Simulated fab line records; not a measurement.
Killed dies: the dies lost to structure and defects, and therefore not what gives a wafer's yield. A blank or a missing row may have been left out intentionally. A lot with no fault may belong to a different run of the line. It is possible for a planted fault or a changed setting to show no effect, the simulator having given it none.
Chamber matching | flow nand_harc | NHARC_P_CONTACT_CMP_24 on cmp-01 has 4 sister chambers
The step polishes, t overpolish 30 s, target thk 200 nm. 20 wafers are shown with their chamber, then 10 later ones without.

== WAFERS PAIRED WITH THEIR CHAMBERS ==
wafer  | chamber | motor_current_A (A) | overpolish_run_s (s) | time_to_endpoint_s (s)
L074.2 | 2       | 12.6                | 29.982               | 41.7
L074.3 | 3       | 12.4                | 29.992               | 41.8
L074.6 | 0       | 13.9                | 29.996               | 41.0
L077.3 | 2       | 13.0                | 29.992               | 40.5
L077.4 | 0       | 14.0                | 29.994               | 42.9
L077.6 | 1       | 14.1                | 29.998               | 43.2
L079.1 | 0       | 13.7                | 29.991               | 38.2
L079.2 | 2       | 13.2                | 29.998               | 39.6
L079.4 | 1       | 14.0                | 30.001               | 39.0
L080.4 | 0       | 13.0                | 29.992               | 41.2
L080.5 | 3       | 12.0                | 30.001               | 40.9
L080.6 | 0       | 13.8                | 29.986               | 39.0
L081.2 | 1       | 14.2                | 30.003               | 39.4
L081.5 | 3       | 11.8                | 29.999               | 38.6
L081.6 | 2       | 13.4                | 30.000               | 38.9
L085.2 | 3       | 12.6                | 29.990               | 40.5
L085.3 | 0       | 13.4                | 29.991               | 43.6
L085.6 | 2       | 13.1                | 29.993               | 40.4
L091.3 | 2       | 12.6                | 29.986               | 40.9
L091.4 | 3       | 13.7                | 30.000               | 40.7

SIGNATURES (means of the wafers above)
reading            | chamber 0 | chamber 1 | chamber 2 | chamber 3 | scatter within a chamber
motor_current_A    | 13.633    | 14.100    | 12.983    | 12.500    | 0.464
overpolish_run_s   | 29.99167  | 30.00067  | 29.99183  | 29.99640  | 0.00505
time_to_endpoint_s | 40.983    | 40.533    | 40.333    | 40.500    | 1.65
Rule: a wafer's distance from a chamber is the root of the sum, over the readings, of the square of ((its reading less the chamber's mean) divided by the reading's scatter). The wafer belongs to the nearest chamber; if the next one is less than 2 further off, it can't be placed. The scatter: the root of (the sum of the squares of (reading less its chamber's mean) over the shown wafers, divided by (wafers less chambers)).

== WAFERS WHOSE CHAMBER IS MISSING ==
wafer  | motor_current_A (A) | overpolish_run_s (s) | time_to_endpoint_s (s)
L091.6 | 13.7                | 29.994               | 42.2
L092.1 | 12.1                | 29.991               | 39.2
L092.3 | 12.5                | 30.001               | 37.1
L092.6 | 13.5                | 29.992               | 38.3
L093.3 | 13.0                | 30.003               | 40.0
L093.5 | 12.4                | 30.015               | 40.4
L093.6 | 13.9                | 29.999               | 42.4
L094.4 | 14.2                | 30.001               | 38.7
L094.5 | 14.1                | 30.005               | 42.6
L094.6 | 12.2                | 29.995               | 38.0

== WHICH CHAMBER EACH ONE RAN IN ==
wafer  | from the rows above               | in truth
L091.6 | can't be placed: 0 or 1 or 2 or 3 | 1
L092.1 | can't be placed: 3 or 2 or 0      | 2
L092.3 | can't be placed: 3 or 2 or 0 or 1 | 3
L092.6 | can't be placed: 0 or 2 or 1 or 3 | 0
L093.3 | can't be placed: 3 or 2 or 1 or 0 | 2
L093.5 | can't be placed: 3 or 1 or 2 or 0 | 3
L093.6 | can't be placed: 1 or 0 or 2      | 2
L094.4 | can't be placed: 1 or 0           | 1
L094.5 | can't be placed: 1 or 0           | 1
L094.6 | can't be placed: 3 or 2 or 0      | 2
Correctly placed: 0 of 10. Unplaceable from these rows: 10, with the true chamber sitting among the candidates in 10. 0 placed wrongly.
